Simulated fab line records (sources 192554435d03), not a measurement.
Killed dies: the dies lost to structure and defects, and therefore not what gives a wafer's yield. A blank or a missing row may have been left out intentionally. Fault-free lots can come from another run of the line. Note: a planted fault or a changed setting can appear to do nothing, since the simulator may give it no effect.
The same fault as seen by 3 desks + flow n5-finfet + each desk has only its own numbers; what lay behind them comes last

FROM THE METROLOGY DESK
Means of the sampled wafers that have a number, per lot and without regard to the tool the lot ran on: this is what the gauges read. If a lot's mean is further than 4 standard deviations from the usual mean, the lot is out of limits and carries the mark OUT (the distance appears in the brackets). Of its 10 readings 7 are shown: those that lie furthest out on some lot.
Columns: A = DIBL_N at N5_BEOL_M4_RC_MEAS_101, usual 36.0 mV/V; B = DIBL_P at N5_BEOL_M4_RC_MEAS_101, usual 36.2 mV/V; C = IOFF_N at N5_BEOL_M4_RC_MEAS_101, usual 0.16 nA/um; D = IOFF_P at N5_BEOL_M4_RC_MEAS_101, usual 0.21 nA/um; E = SS_P at N5_BEOL_M4_RC_MEAS_101, usual 73.4 mV/dec; F = VT_N at N5_BEOL_M4_RC_MEAS_101, usual 251 mV; G = VT_P at N5_BEOL_M4_RC_MEAS_101, usual -250 mV
| lot  | first seen here | A    | B    | C    | D    | E    | F   | G    |
|------|-----------------|------|------|------|------|------|-----|------|
| L293 | day 9 14:39     | 34.8 | 36.6 | 0.15 | 0.20 | 73.9 | 249 | -250 |
| L296 | day 10 03:07    | 37.3 | 38.0 | 0.16 | 0.25 | 74.1 | 250 | -249 |
| L299 | day 10 17:31    | 34.6 | 35.4 | 0.14 | 0.21 | 72.9 | 250 | -250 |
| L306 | day 12 07:10    | 36.9 | 37.4 | 0.18 | 0.23 | 73.3 | 248 | -250 |
| L305 | day 12 11:51    | 38.2 | 39.8 | 0.23 | 0.29 | 74.0 | 243 | -245 |
| L307 | day 13 13:59    | 40.0 | 41.1 | 0.21 | 0.29 | 75.0 | 245 | -248 |
| L313 | day 14 07:01    | 33.1 | 32.9 | 0.10 | 0.14 | 72.7 | 258 | -259 |
This desk's verdict: no lot among the 7 shows anything out of limits.

FOR THE TOOL OWNER'S DESK: rie-diel-03
The tool's own readings at N5_GATE_CUT_ETCH_58 (etches SiNx in CH3F/O2, target depth 17 nm, time 128.6 s): means of the sampled wafers that have a number, for each lot that ran on this tool. If a lot's mean is further than 4 standard deviations from the usual mean, the lot is out of limits and carries the mark OUT (the distance appears in the brackets).
Columns: A = bias-w at N5_GATE_CUT_ETCH_58, usual 21.00 W; B = drypump-motor-current-A at N5_GATE_CUT_ETCH_58, usual 5.6 A; C = oes-product-au at N5_GATE_CUT_ETCH_58, usual 0.80 a.u.; D = rf-vpp-V at N5_GATE_CUT_ETCH_58, usual 99.2 V; E = showerhead-plenum-p-Torr at N5_GATE_CUT_ETCH_58, usual 2.00 Torr; F = throttle-valve-pct at N5_GATE_CUT_ETCH_58, usual 16.36 %
| lot  | first seen here | A               | B   | C    | D              | E    | F     |
|------|-----------------|-----------------|-----|------|----------------|------|-------|
| L296 | day 6 00:19     | 21.00           | 5.7 | 0.86 | 98.9           | 2.06 | 16.38 |
| L305 | day 8 05:19     | 16.45 (-69) OUT | 5.9 | 0.79 | 85.6 (-15) OUT | 2.03 | 16.48 |
| L306 | day 8 12:35     | 16.49 (-68) OUT | 5.5 | 0.74 | 85.4 (-15) OUT | 2.02 | 16.48 |
| L307 | day 8 14:13     | 16.47 (-69) OUT | 5.6 | 0.79 | 85.7 (-15) OUT | 2.06 | 16.43 |
This desk finds L305, L306, L307 out of limits, L305 being first, at day 8 05:19 (bias-w at N5_GATE_CUT_ETCH_58). L296: within limits.

THE DEFECT DESK
For each lot, the counts of the inspections along the route, averaged over the sampled wafers that have a number. If a lot's mean is further than 4 standard deviations from the usual mean, the lot is out of limits and carries the mark OUT (the distance appears in the brackets).
Columns: A = raw-defect-count at N5_HKMG_FIN_INSPECT_28, usual 39
| lot  | first seen here | A  |
|------|-----------------|----|
| L293 | day 5 00:58     | 31 |
| L296 | day 5 23:47     | 49 |
| L299 | day 6 18:05     | 50 |
| L305 | day 8 04:43     | 61 |
| L306 | day 8 11:58     | 25 |
| L307 | day 8 13:53     | 51 |
| L313 | day 10 06:35    | 36 |
This desk's verdict: no lot among the 7 shows anything out of limits.

ALL TOGETHER
The tool owner's desk could have raised an alarm at day 8 05:19, on L305, L306, L307.
The metrology desk saw nothing out of limits.
Nothing out of limits was seen by the defect desk.
The metrology desk holds a record of L305, L306, L307, inside its limits.
The defect desk has L305, L306, L307 on record, within its limits.
Of the lots named, all ran N5_GATE_CUT_ETCH_58 on rie-diel-03.

WHAT THE SIMULATOR PUT IN
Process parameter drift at N5_GATE_CUT_ETCH_58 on rie-diel-03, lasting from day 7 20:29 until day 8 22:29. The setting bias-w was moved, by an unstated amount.
Struck lots among those shown: L305, L306, L307.
Time in hours from fault onset to the first out-of-limits reading at each desk: the tool owner's desk, 9.
